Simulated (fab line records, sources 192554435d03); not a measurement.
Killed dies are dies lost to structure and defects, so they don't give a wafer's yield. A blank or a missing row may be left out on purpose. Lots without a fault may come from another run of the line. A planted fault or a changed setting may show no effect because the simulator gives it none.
fab line records | flow n5_finfet
record lots=7 wafers=21
route steps=1938 shown BEOL_M8@1336 BEOL_M9@1446 BEOL_M11@1546
start_h: hours from the record's first day to the start of the lot's first wafer shown | wait_h: hours since the lot's step before | " the same as in the row above | L1.1+2: a row that stands for several wafers | - no value, or no start given | * or withheld: withheld | < > ~ a bound
route shown NAME@n: a module of which the file shows steps, and the number in the route of the first | usual: mean/standard deviation of fault-free wafers | same: alike in all rows | chamber/n: place in a boat | sites: the reading at each site | _std_site: their standard deviation | _edge_site: outer sites' mean less inner sites' | radius_mm: how far each site lies from the wafer's centre | mask NAME#n: copy n | behind: the tool/chamber that last shaped the wafer | hold: why the lot was held/for how many hours/how that ended | device: the transistor (n, p or np) that didn't switch | end of line: the same wafers' tests at the end of the route | a step without rows: its recipe alone | killed: dies lost to structure and defects at the first sort, not the wafer's yield | map: a wafer's dies, x killed, . not, _ none there
set.NAME: the setting as run; set.NAME@STEP: as run at that earlier step | model.NAME: the simulator's own value behind a step, which no gauge read
lots whose settings were changed on purpose; a table a step, a row a wafer
## steps
# step N5_BEOL_M8_HM_DEP_02
# recipe material=TiN target_thk_a=200 temp_c=25 chamber_pressure_pa=0.49996
# columns lot.wafer tool chamber start_h wait_h set.target_thk_a model.TiN_of_BEOL_M8_HM_DEP_02.thk_nm
L078.2 pvd_sputter-02 - 236.93 1.3 200 20
L078.5+6 " - " " 200 20.2
L081.1 pvd_sputter-02 - 246.15 1.5 200 20.8
L081.4+5 " - " " 184.8 19
L083.1 pvd_sputter-02 - 249.35 0.6 200 20.2
L083.2 " - " " 225.7 22.8
L083.3 " - " " 225.7 23
L088.4 pvd_sputter-02 - 287.41 1.8 200 20.4
L088.5 " - " " 178.5 18.2
L088.6 " - " " 200 20.6
L089.2+5 pvd_sputter-02 - 288.01 0.3 200 20
L089.3 " - " " 200 19.8
L090.1 pvd_sputter-03 - 297.15 1.4 200 20
L090.2 " - " " 209.9 21
L090.4 " - " " 200 19.8
L093.1 pvd_sputter-01 - 317.69 0.0 188.2 19
L093.2+6 " - " " 200 20.4
# step N5_BEOL_M8_COAT_59
# recipe resist=SOC temp_c=250 time_s=60 spin_rpm=1500 resist_thk_nm=100
# step N5_BEOL_M8_COAT_60
# recipe resist=SiARC temp_c=220 time_s=60 spin_rpm=1500 resist_thk_nm=35
# step N5_BEOL_M8_STRIP_68
# recipe chemistry=N2/H2 temp_c=40 n2_flow_sccm=200 h2_flow_sccm=200 rf_frequency_hz=6e+07
# step N5_BEOL_M8_STRIP_67
# recipe chemistry=CF4 resist=SiARC power_w=300 bias_power_w=75 pressure_mtorr=50 cf4_flow_sccm=150 rf_frequency_hz=6e+07
# step N5_BEOL_M8_HM_OPEN_17
# recipe chemistry=Cl2/BCl3 target_depth_a=200 overetch_a=60 target=TiN mask_material=SOC ion_energy_ev=150 pressure_mtorr=10 icp_w=1000 bias_w=126 Cl2_flow_sccm=53.25 bcl3_flow_sccm=21.75 Ar_flow_sccm=25
# columns lot.wafer tool chamber start_h wait_h set.target_thk_a@BEOL_M8_HM_DEP_02 model.etch.depth_nm
L078.2 rie_metal-01 1 238.03 0.0 200 19.95
L078.5 " 0 " " 200 20.16
L078.6 " 1 " " 200 20.11
L081.1 rie_metal-02 0 247.40 0.0 200 20.8
L081.4 " 1 " " 184.8 18.92
L081.5 " 1 " " 184.8 18.99
L083.1 rie_metal-01 0 250.22 0.0 200 20.27
L083.2 " 1 " " 225.7 22.84
L083.3 " 1 " " 225.7 23.03
L088.4 rie_metal-01 0 288.38 0.1 200 20.37
L088.5 " 1 " " 178.5 18.26
L088.6 " 0 " " 200 20.61
L089.2 rie_metal-02 0 288.79 0.0 200 19.99
L089.3 " 0 " " 200 19.76
L089.5 " 1 " " 200 20.08
L090.1 rie_metal-02 1 298.16 0.0 200 19.94
L090.2 " 0 " " 209.9 21
L090.4 " 0 " " 200 19.72
L093.1 rie_metal-02 1 318.55 0.0 188.2 18.94
L093.2+6 " 0 " " 200 20.39
# step N5_BEOL_M8_TRENCH_ETCH_37
# recipe chemistry=C4F6/O2 target_depth_a=934.78 target=SiCOH_lowk time_s=31.2 ion_energy_ev=250 pressure_mtorr=30 source_w=345 bias_w=185 Ar_flow_sccm=300 C4F6_flow_sccm=10 O2_flow_sccm=10
# usual rf_vpp_V=665/10
# columns lot.wafer tool chamber start_h wait_h set.bias_w set.target_thk_a@BEOL_M8_HM_DEP_02 rf_vpp_V model.TiN_of_BEOL_M8_HM_DEP_02.thk_nm
L078.2 rie_diel-06 3 - - 185 200 680 17.2
L078.5 " 2 " " 185 200 666 17.4
L078.6 " 1 " " 185 200 666 17.4
L081.1 rie_diel-01 3 - - 210.4 200 742 17.8
L081.4 " 1 " " 185 184.8 648 16.4
L081.5 " 0 " " 210.4 184.8 730 16.2
L083.1 rie_diel-06 2 - - 185 200 667 17.6
L083.2 " 1 " " 185 225.7 666 20.2
L083.3 " 0 " " 185 225.7 659 20.4
L089.2 rie_diel-06 1 - - 168.9 200 621 17.4
L089.3 " 0 " " 168.9 200 613 17.4
L089.5 " 0 " " 185 200 660 17.6
L088.4 rie_diel-06 3 - - 161.5 200 611 18
L088.5 " 3 " " 161.5 178.5 608 15.8
L088.6 " 0 " " 185 200 660 18
L090.1 rie_diel-06 1 - - 185 200 665 17.2
L090.2 " 3 " " 185 209.9 680 18.4
L090.4 " 0 " " 185 200 658 17.2
L093.1 rie_diel-05 1 - - 185 188.2 659 16.2
L093.2 " 2 " " 185 200 688 17.6
L093.6 " 3 " " 172.3 200 613 17.8
# step N5_BEOL_M9_TRENCH_ETCH_37
# recipe chemistry=C4F6/O2 target_depth_a=1514.3 target=SiCOH_lowk time_s=49 ion_energy_ev=250 pressure_mtorr=30 source_w=345 bias_w=185 Ar_flow_sccm=300 C4F6_flow_sccm=10 O2_flow_sccm=10
# usual rf_vpp_V=666/13
# columns lot.wafer tool chamber start_h wait_h set.bias_w rf_vpp_V model.BEOL_M9.feature_depth_nm model.etch.depth_nm
L078.2 rie_diel-02 2 - - 185 680 151.8 151.7
L078.5 " 2 " " 185 679 153 153.1
L078.6 " 1 " " 185 660 153.2 153.2
L081.1 rie_diel-02 1 - - 185 660 153.8 153.8
L081.4 " 3 " " 201 719 158.4 158.3
L081.5 " 3 " " 185 674 153 153
L083.1 rie_diel-04 2 - - 157.5 601 143.8 143.8
L083.2 " 1 " " 157.5 600 142.2 142.1
L083.3 " 3 " " 185 661 156.6 156.5
L089.2 rie_diel-04 3 - - 185 660 156 156
L089.3 " 1 " " 185 682 149.6 149.5
L089.5 " 0 " " 198.9 711 154.4 154.3
L088.4 rie_diel-02 2 - - 204.6 737 156.2 156.3
L088.5 " 0 " " 185 671 150 150.1
L088.6 " 1 " " 204.6 715 157.6 157.7
L090.1 rie_diel-02 2 - - 185 678 152.6 152.5
L090.2 " 3 " " 185 673 153.6 153.7
L090.4 " 2 " " 185 680 153.2 153.2
L093.1 rie_diel-03 1 - - 185 635 146.8 146.8
L093.2 " 3 " " 185 646 149.8 149.8
L093.6 " 3 " " 185 644 149.6 149.5
# step N5_BEOL_M9_ETCH_41
# recipe chemistry=CH3F/O2 target=SiCN target_depth_a=366 taper_deg=2 time_s=70.1 ion_energy_ev=120 mask_material=TiN pressure_mtorr=30 source_w=395 bias_w=75 Ar_flow_sccm=150 CH3F_flow_sccm=30 O2_flow_sccm=20
# step N5_BEOL_M9_STRIP_80
# recipe chemistry=N2/H2 time_s=10 power_w=450 temp_c=40 pressure_mtorr=20 rf_frequency_hz=6e+07 bias_power_w=7 n2_flow_sccm=200 h2_flow_sccm=200
# step N5_BEOL_M9_OCD_MEAS_38
# usual trench_depth_nm=151.0/2.7
# columns lot.wafer tool chamber start_h wait_h set.bias_w@BEOL_M9_TRENCH_ETCH_37 trench_depth_nm
L078.2 ocd-01 - 247.73 - 185 151.7
L078.5 " - " " 185 153.0
L078.6 " - " " 185 152.5
L081.1 ocd-02 - 256.61 - 185 153.3
L081.4 " - " " 201 158.3
L081.5 " - " " 185 152.5
L083.1 ocd-01 - 261.53 - 157.5 144.1
L083.2 " - " " 157.5 142.6
L083.3 " - " " 185 156.7
L089.2 ocd-01 - 297.15 - 185 155.9
L089.3 " - " " 185 149.6
L089.5 " - " " 198.9 154.8
L088.4 ocd-01 - 300.01 - 204.6 155.8
L088.5 " - " " 185 149.9
L088.6 " - " " 204.6 157.9
L090.1 ocd-01 - 308.71 - 185 152.3
L090.2 " - " " 185 153.5
L090.4 " - " " 185 153.6
L093.1 ocd-02 - 327.72 - 185 147.0
L093.2 " - " " 185 149.5
L093.6 " - " " 185 150.1
# step N5_BEOL_M11_EXPOSE_08
# recipe mask_id=M11 na=1.35 source_shape=dipole sigma_inner=0.411 sigma_outer=0.611 polarization=te dose_mj=53.75
# columns lot.wafer tool chamber start_h wait_h mask set.dose_mj
L078.2+5+6 arfi_scanner-02 0 262.24 - M11#0 53.75
L081.1 arfi_scanner-01 0 271.26 - M11#0 56.52
L081.4+5 " 0 " " M11#0 53.75
L083.1 arfi_scanner-02 0 275.18 - M11#0 53.75
L083.2+3 " 0 " " M11#0 50.63
L089.2+3+5 arfi_scanner-02 0 309.20 - M11#0 49.97
L088.4+6 arfi_scanner-03 0 314.63 - M11#0 53.75
L088.5 " 0 " " M11#0 57.03
L090.1 arfi_scanner-01 0 324.72 - M11#0 53.75
L090.2+4 " 0 " " M11#0 55.62
L093.1+2+6 arfi_scanner-02 0 349.89 - M11#0 53.75
# step N5_BEOL_M11_PEB_09
# recipe peb_temp_c=withheld peb_time_s=60 resist=CAR-ArF
# step N5_BEOL_M11_DEVELOP_10
# recipe develop_time_s=30 developer=TMAH resist=CAR-ArF rinse_liquid=diw dry=air_spin dev_temp_c=23
# step N5_BEOL_M11_CD_MEAS_11
# recipe target_cd_nm=64.1 landing_energy_ev=500 detector=se_inlens polarity=opening
# usual cd_nm=63.6/0.47
# columns lot.wafer tool chamber start_h wait_h set.dose_mj@BEOL_M11_EXPOSE_08 cd_nm
L078.2 cd_sem-03 0 262.36 - 53.75 62.6
L078.5 " 0 " " 53.75 63.3
L078.6 " 0 " " 53.75 63.4
L081.1 cd_sem-01 0 271.38 - 56.52 66.1
L081.4 " 0 " " 53.75 64.1
L081.5 " 0 " " 53.75 64.1
L083.1 cd_sem-03 0 275.31 - 53.75 63.5
L083.2 " 0 " " 50.63 60.5
L083.3 " 0 " " 50.63 59.8
L089.2 cd_sem-01 0 309.32 - 49.97 59.8
L089.3 " 0 " " 49.97 60.4
L089.5 " 0 " " 49.97 59.7
L088.4 cd_sem-03 0 314.74 - 53.75 64.4
L088.5 " 0 " " 57.03 66.9
L088.6 " 0 " " 53.75 64.3
L090.1 cd_sem-01 0 324.85 - 53.75 63.3
L090.2 " 0 " " 55.62 65.1
L090.4 " 0 " " 55.62 65.1
L093.1 cd_sem-01 0 350.01 - 53.75 63.4
L093.2 " 0 " " 53.75 63.3
L093.6 " 0 " " 53.75 63.8
# step N5_BEOL_M11_DESCUM_16
# recipe chemistry=O2 time_s=7.9 source_power_w=50 bias_power_w=20 pressure_mtorr=20 rf_frequency_hz=2.712e+07 temp_c=40 resist=CAR-ArF o2_flow_sccm=225
# step N5_BEOL_M11_ETCH_61
# recipe chemistry=CF4 target=SiARC target_depth_a=390 mask_material=CAR-ArF time_s=65 ion_energy_ev=80 pressure_mtorr=40 source_w=545 bias_w=36 Ar_flow_sccm=100 cf4_flow_sccm=100 ends=cleared
# columns lot.wafer tool chamber start_h wait_h set.dose_mj@BEOL_M11_EXPOSE_08 model.BEOL_M11.cd_offset_nm
L078.2 rie_diel-04 2 262.48 0.0 53.75 -1.2
L078.5+6 " 2,3 " " 53.75 -1
L081.1 rie_diel-03 3 271.51 0.0 56.52 2.4
L081.4 " 1 " " 53.75 0.4
L081.5 " 2 " " 53.75 0
L083.1 rie_diel-04 1 276.40 0.0 53.75 -1
L083.2 " 3 " " 50.63 -4
L083.3 " 2 " " 50.63 -4.4
L089.2 rie_diel-03 1 309.62 0.0 49.97 -4.8
L089.3 " 3 " " 49.97 -3.8
L089.5 " 1 " " 49.97 -4.2
L088.4+6 rie_diel-02 3,0 315.43 0.0 53.75 0.2
L088.5 " 3 " " 57.03 3
L090.1 rie_diel-02 3 324.98 0.0 53.75 -0.4
L090.2+4 " 0,2 " " 55.62 1.4
L093.1 rie_diel-03 1 350.14 0.0 53.75 -1.4
L093.2 " 3 " " 53.75 -0.8
L093.6 " 1 " " 53.75 -0.6
# step N5_BEOL_M11_ETCH_62
# recipe chemistry=N2/H2 target=SOC target_depth_a=1100 overetch_a=220 mask_material=SiARC temp_c=40 time_s=165 ion_energy_ev=200 pressure_mtorr=30 source_w=840 bias_w=150 n2_flow_sccm=200 h2_flow_sccm=200
# columns lot.wafer tool chamber start_h wait_h set.dose_mj@BEOL_M11_EXPOSE_08 model.BEOL_M11.cd_offset_nm
L078.2+5 rie_diel-04 2 262.53 0.0 53.75 -1.2
L078.6 " 3 " " 53.75 -0.8
L081.1 rie_diel-03 3 271.56 0.0 56.52 2.6
L081.4 " 1 " " 53.75 0.8
L081.5 " 2 " " 53.75 0
L083.1 rie_diel-04 1 276.45 0.0 53.75 -1.2
L083.2 " 3 " " 50.63 -3.6
L083.3 " 2 " " 50.63 -4.6
L089.2 rie_diel-03 1 309.67 0.0 49.97 -4.6
L089.3 " 3 " " 49.97 -3.8
L089.5 " 1 " " 49.97 -4
L088.4 rie_diel-02 3 315.48 0.0 53.75 0.2
L088.5 " 3 " " 57.03 3.2
L088.6 " 0 " " 53.75 0.4
L090.1 rie_diel-02 3 325.03 0.0 53.75 -0.4
L090.2+4 " 0,2 " " 55.62 1.6
L093.1 rie_diel-03 1 350.19 0.0 53.75 -1
L093.2 " 3 " " 53.75 -0.4
L093.6 " 1 " " 53.75 -0.6
# step N5_BEOL_M11_STRIP_68
# recipe chemistry=N2/H2 temp_c=40 n2_flow_sccm=200 h2_flow_sccm=200 rf_frequency_hz=6e+07
# step N5_BEOL_M11_STRIP_67
# recipe chemistry=CF4 resist=SiARC power_w=300 bias_power_w=75 pressure_mtorr=50 cf4_flow_sccm=150 rf_frequency_hz=6e+07
# step N5_BEOL_M11_HM_OPEN_17
# recipe chemistry=Cl2/BCl3 target_depth_a=200 overetch_a=60 target=TiN mask_material=SOC ion_energy_ev=150 pressure_mtorr=10 icp_w=1000 bias_w=126 Cl2_flow_sccm=53.25 bcl3_flow_sccm=21.75 Ar_flow_sccm=25
# columns lot.wafer tool chamber start_h wait_h set.dose_mj@BEOL_M11_EXPOSE_08 model.BEOL_M11.cd_offset_nm
L078.2 rie_metal-02 0 262.72 0.0 53.75 -1
L078.5+6 " 0,1 " " 53.75 -0.8
L081.1 rie_metal-01 0 271.74 0.0 56.52 2.6
L081.4 " 1 " " 53.75 0.8
L081.5 " 0 " " 53.75 0.2
L083.1 rie_metal-01 0 276.64 0.0 53.75 -1.2
L083.2 " 1 " " 50.63 -3.6
L083.3 " 1 " " 50.63 -4.4
L089.2 rie_metal-02 1 309.86 0.0 49.97 -4.6
L089.3 " 1 " " 49.97 -3.8
L089.5 " 1 " " 49.97 -4
L088.4 rie_metal-03 1 315.70 0.1 53.75 0.2
L088.5 " 0 " " 57.03 3.2
L088.6 " 1 " " 53.75 0.4
L090.1 rie_metal-03 1 325.22 0.0 53.75 -0.4
L090.2+4 " 0 " " 55.62 1.6
L093.1 rie_metal-01 0 350.37 0.0 53.75 -1
L093.2+6 " 0 " " 53.75 -0.6
# step N5_BEOL_M11_STRIP_19
# recipe chemistry=O2 power_w=400 temp_c=40 pressure_mtorr=30 rf_frequency_hz=6e+07 bias_power_w=0 overash_fraction=0.2 o2_flow_sccm=225
# step N5_BEOL_M11_CD_MEAS_18
# recipe pitch_nm=140 target_cd_nm=70
# usual cd_nm=69.7/0.53
# columns lot.wafer tool chamber start_h wait_h set.dose_mj@BEOL_M11_EXPOSE_08 cd_nm
L078.2 cd_sem-03 - 262.90 0.1 53.75 69.0
L078.5 " - " " 53.75 68.9
L078.6 " - " " 53.75 69.1
L081.1 cd_sem-01 - 271.92 0.0 56.52 72.5
L081.4 " - " " 53.75 70.8
L081.5 " - " " 53.75 70.0
L083.1 cd_sem-03 - 276.97 0.1 53.75 69.2
L083.2 " - " " 50.63 66.7
L083.3 " - " " 50.63 65.7
L089.2 cd_sem-01 - 310.07 0.1 49.97 65.7
L089.3 " - " " 49.97 66.1
L089.5 " - " " 49.97 66.0
L088.4 cd_sem-03 - 315.98 0.1 53.75 69.8
L088.5 " - " " 57.03 73.1
L088.6 " - " " 53.75 70.1
L090.1 cd_sem-03 - 325.40 0.0 53.75 70.0
L090.2 " - " " 55.62 71.8
L090.4 " - " " 55.62 71.5
L093.1 cd_sem-02 - 350.64 0.0 53.75 68.9
L093.2 " - " " 53.75 69.2
L093.6 " - " " 53.75 69.4
# step N5_BEOL_M11_COAT_63
# recipe resist=SOC temp_c=250 time_s=60 spin_rpm=1500 resist_thk_nm=100
# step N5_BEOL_M11_COAT_64
# recipe resist=SiARC temp_c=220 time_s=60 spin_rpm=1500 resist_thk_nm=30
# step N5_BEOL_M11_PRECLEAN_42
# recipe chemistry=residue_remover time_s=60 temp_c=40
# step N5_BEOL_M11_SRD_43
# recipe time_s=30 temp_c=23 rinse_liquid=diw dry=ipa_marangoni
# step N5_BEOL_M11_CD_MEAS_35
# recipe target_cd_nm=70 polarity=opening
# usual cd_nm=69.6/0.56
# columns lot.wafer tool chamber start_h wait_h set.dose_mj@BEOL_M11_EXPOSE_08 cd_nm
L078.2 cd_sem-01 - 265.62 0.0 53.75 69.2
L078.5 " - " " 53.75 69.2
L078.6 " - " " 53.75 69.1
L081.1 cd_sem-03 - 276.21 0.0 56.52 72.2
L081.4 " - " " 53.75 70.9
L081.5 " - " " 53.75 70.2
L083.1 cd_sem-03 - 278.70 0.0 53.75 68.8
L083.2 " - " " 50.63 66.1
L083.3 " - " " 50.63 65.4
L089.2 cd_sem-03 - 311.41 0.0 49.97 65.1
L089.3 " - " " 49.97 66.4
L089.5 " - " " 49.97 66.1
L088.4 cd_sem-01 - 319.16 0.0 53.75 69.9
L088.5 " - " " 57.03 73.3
L088.6 " - " " 53.75 70.6
L090.1 cd_sem-03 - 328.29 0.0 53.75 69.5
L090.2 " - " " 55.62 71.8
L090.4 " - " " 55.62 71.3
L093.1 cd_sem-01 - 351.79 0.0 53.75 69.3
L093.2 " - " " 53.75 69.3
L093.6 " - " " 53.75 69.5
## key
split step=N5_BEOL_M8_HM_DEP_02 setting=target_thk_a stated=200 by=wafer
response step=N5_BEOL_M8_HM_DEP_02 reading=model.TiN_of_BEOL_M8_HM_DEP_02.thk_nm change=+0.218 per=1% r=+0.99
response step=N5_BEOL_M8_HM_OPEN_17 reading=model.etch.depth_nm change=+0.218 per=1% r=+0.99
response step=N5_BEOL_M8_TRENCH_ETCH_37 reading=model.TiN_of_BEOL_M8_HM_DEP_02.thk_nm change=+0.213 per=1% r=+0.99
split step=N5_BEOL_M8_TRENCH_ETCH_37 setting=bias_w stated=185 by=wafer
response step=N5_BEOL_M8_TRENCH_ETCH_37 reading=rf_vpp_V change=+5.6 per=1% r=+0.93
split step=N5_BEOL_M9_TRENCH_ETCH_37 setting=bias_w stated=185 by=wafer
response step=N5_BEOL_M9_TRENCH_ETCH_37 reading=rf_vpp_V change=+4.81 per=1% r=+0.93
response step=N5_BEOL_M9_TRENCH_ETCH_37 reading=model.BEOL_M9.feature_depth_nm change=+0.712 per=1% r=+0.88
response step=N5_BEOL_M9_TRENCH_ETCH_37 reading=model.etch.depth_nm change=+0.71 per=1% r=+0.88
response step=N5_BEOL_M9_OCD_MEAS_38 reading=trench_depth_nm change=+0.719 per=1% r=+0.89
split step=N5_BEOL_M11_EXPOSE_08 setting=dose_mj stated=53.75 by=wafer
response step=N5_BEOL_M11_CD_MEAS_11 reading=cd_nm change=+0.468 per=1% r=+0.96
response step=N5_BEOL_M11_ETCH_61 reading=model.BEOL_M11.cd_offset_nm change=+0.486 per=1% r=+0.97
response step=N5_BEOL_M11_ETCH_62 reading=model.BEOL_M11.cd_offset_nm change=+0.482 per=1% r=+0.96
response step=N5_BEOL_M11_HM_OPEN_17 reading=model.BEOL_M11.cd_offset_nm change=+0.472 per=1% r=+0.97
response step=N5_BEOL_M11_CD_MEAS_18 reading=cd_nm change=+0.485 per=1% r=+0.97
response step=N5_BEOL_M11_CD_MEAS_35 reading=cd_nm change=+0.466 per=1% r=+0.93
